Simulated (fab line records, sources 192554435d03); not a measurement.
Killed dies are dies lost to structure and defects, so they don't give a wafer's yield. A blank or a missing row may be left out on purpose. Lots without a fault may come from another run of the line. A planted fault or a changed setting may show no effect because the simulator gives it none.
Chamber matching | flow n5_finfet | N5_MOL_CONTACT_COAG_ETCH_59 on rie_diel-05: 4 sister chambers
The step etches underlayer in N2/H2, target depth 13 nm, time 10.4 s. 8 wafers are shown with their chamber, then 8 later ones without.

WAFERS WITH THEIR CHAMBER
wafer  | chamber | drypump_motor_current_A (A) | throttle_valve_pct (%)
L082.3 | 0       | 4.8                         | 18.08
L084.2 | 1       | 5.3                         | 18.34
L084.3 | 2       | 5.3                         | 17.41
L084.5 | 1       | 5.3                         | 18.36
L087.1 | 2       | 5.3                         | 17.42
L087.3 | 3       | 6.3                         | 17.72
L087.6 | 0       | 4.8                         | 18.11
L092.2 | 3       | 6.4                         | 17.73

WAFERS WITHOUT THEIR CHAMBER
wafer  | drypump_motor_current_A (A) | throttle_valve_pct (%)
L092.5 | 5.4                         | 17.96
L092.6 | 5.3                         | 17.44
L094.1 | 6.3                         | 17.75
L094.4 | 5.3                         | 17.46
L094.6 | 5.3                         | 17.97
L095.1 | 6.3                         | 17.76
L095.3 | 5.3                         | 17.46
L095.4 | 5.3                         | 17.96

WHICH CHAMBER EACH WENT THROUGH
wafer  | from the rows above | in truth
L092.5 | 0                   | 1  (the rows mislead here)
L092.6 | 2                   | 2
L094.1 | 3                   | 3
L094.4 | 2                   | 2
L094.6 | 0                   | 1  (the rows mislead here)
L095.1 | 3                   | 3
L095.3 | 2                   | 2
L095.4 | 0                   | 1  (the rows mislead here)
Placed correctly: 5 of 8. Can't be placed from these rows: 0. Placed wrongly: 3.
How it was worked out, from the rows above alone: a wafer's distance from a chamber is the root of the sum, over the readings, of the square of ((its reading less the chamber's mean) divided by the reading's scatter). The wafer belongs to the nearest chamber; if the next one is less than 2 further off, it can't be placed. A chamber's mean is the mean of its shown wafers. The scatter: the root of (the sum of the squares of (reading less its chamber's mean) over the shown wafers, divided by (wafers less chambers)).
